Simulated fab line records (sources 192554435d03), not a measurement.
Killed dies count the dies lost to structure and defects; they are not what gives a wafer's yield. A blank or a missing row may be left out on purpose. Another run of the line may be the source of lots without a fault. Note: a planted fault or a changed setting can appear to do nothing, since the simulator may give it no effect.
One fault through the eyes of 2 desks ; flow n5-finfet ; only its own numbers are on each desk; what lay behind them is given at the end

== THE METROLOGY DESK ==
What the gauges read, lot by lot, whatever tool the lot ran on: means of the sampled wafers that have a number. Marked OUT: a lot whose mean sits more than 4 standard deviations from the usual mean, which makes it out of limits; the brackets give that distance. Readings shown: 7 of its 12, picked as those furthest out on some lot.
Columns: A = cd-nm at N5_BEOL_M0_SAQP_CD_MEAS_29, usual 14.99 nm; B = DIBL_N at N5_BEOL_M4_RC_MEAS_101, usual 36.4 mV/V; C = DIBL_P at N5_BEOL_M4_RC_MEAS_101, usual 36.2 mV/V; D = IOFF_N at N5_BEOL_M4_RC_MEAS_101, usual 0.159 nA/um; E = IOFF_P at N5_BEOL_M4_RC_MEAS_101, usual 0.21 nA/um; F = ION_N at N5_BEOL_M4_RC_MEAS_101, usual 670 uA/um; G = VT_P at N5_BEOL_M4_RC_MEAS_101, usual -250 mV
lot;first seen here;A;B;C;D;E;F;G
L238;day 6 04:28;14.90;35.3;34.3;0.141;0.19;662;-251
L239;day 6 09:55;15.11;36.0;34.5;0.149;0.22;672;-248
L241;day 6 19:53;15.00;35.6;36.5;0.169;0.22;676;-251
L245;day 7 16:56;14.82;35.2;36.1;0.148;0.17;667;-254
L248;day 8 14:44;15.11;35.7;35.7;0.136;0.19;659;-253
L249;day 9 00:20;15.04;36.3;34.2;0.140;0.20;663;-250
L250;day 9 04:07;14.61;38.5;36.8;0.197;0.22;684;-250
L255;day 10 08:21;15.03;37.1;38.9;0.177;0.26;677;-245
L259;day 10 22:47;14.95;35.5;37.0;0.157;0.22;666;-249
L260;day 11 10:51;15.00;34.2;35.3;0.137;0.23;663;-246
Result from this desk: across the 10 lots, nothing is out of limits.

== AT THE TOOL OWNER'S DESK: rie-diel-04 ==
The tool's own readings at N5_BEOL_M0_SAQP_ETCH_107 (etches SiNx in CH3F/O2, target depth 30 nm): means of the sampled wafers that have a number, for each lot that ran on this tool. Marked OUT: a lot whose mean sits more than 4 standard deviations from the usual mean, which makes it out of limits; the brackets give that distance. Readings shown: 7 out of 8 (the first out of limits, and those lying furthest out on some lot).
Columns: A = bias-w at N5_BEOL_M0_SAQP_ETCH_107, usual 73.02 W; B = drypump-motor-current-A at N5_BEOL_M0_SAQP_ETCH_107, usual 5.6 A; C = oes_ar_750_au at N5_BEOL_M0_SAQP_ETCH_107, usual 0.79 a.u.; D = oes-product-au at N5_BEOL_M0_SAQP_ETCH_107, usual 0.80 a.u.; E = rf-vpp-V at N5_BEOL_M0_SAQP_ETCH_107, usual 299 V; F = showerhead-plenum-p-Torr at N5_BEOL_M0_SAQP_ETCH_107, usual 2.00 Torr; G = throttle-valve-pct at N5_BEOL_M0_SAQP_ETCH_107, usual 16.45 %
lot;first seen here;A;B;C;D;E;F;G
L239;day 6 10:41;73.23;6.2;0.83;0.84;298;2.01;16.59
L245;day 7 17:52;74.51 (+6.8) OUT;5.5;0.76;0.77;305;2.03;16.54
L248;day 8 15:42;74.81 (+8.1) OUT;5.7;0.85;0.87;306;2.06;16.45
L259;day 10 23:47;73.15;5.8;0.76;0.77;298;2.00;16.61
This desk finds L245, L248 out of limits, L245 being first, at day 7 17:52 (bias-w at N5_BEOL_M0_SAQP_ETCH_107). Within limits: L239, L259.

== BROUGHT TOGETHER ==
The tool owner's desk had the chance to raise an alarm at day 7 17:52 on L245, L248.
The metrology desk saw nothing out of limits.
The metrology desk holds a record of L245, L248, inside its limits.
N5_BEOL_M0_SAQP_ETCH_107 was run on rie-diel-04 by each of the lots named.

== WHAT THE SIMULATOR HAD INSERTED ==
rie-diel-04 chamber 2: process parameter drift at N5_BEOL_M0_SAQP_ETCH_107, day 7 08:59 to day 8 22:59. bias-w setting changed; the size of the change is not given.
Struck lots among those shown: L245, L248.
How many hours passed from the start of the fault until each desk's first out-of-limits reading: the tool owner's desk, 9.
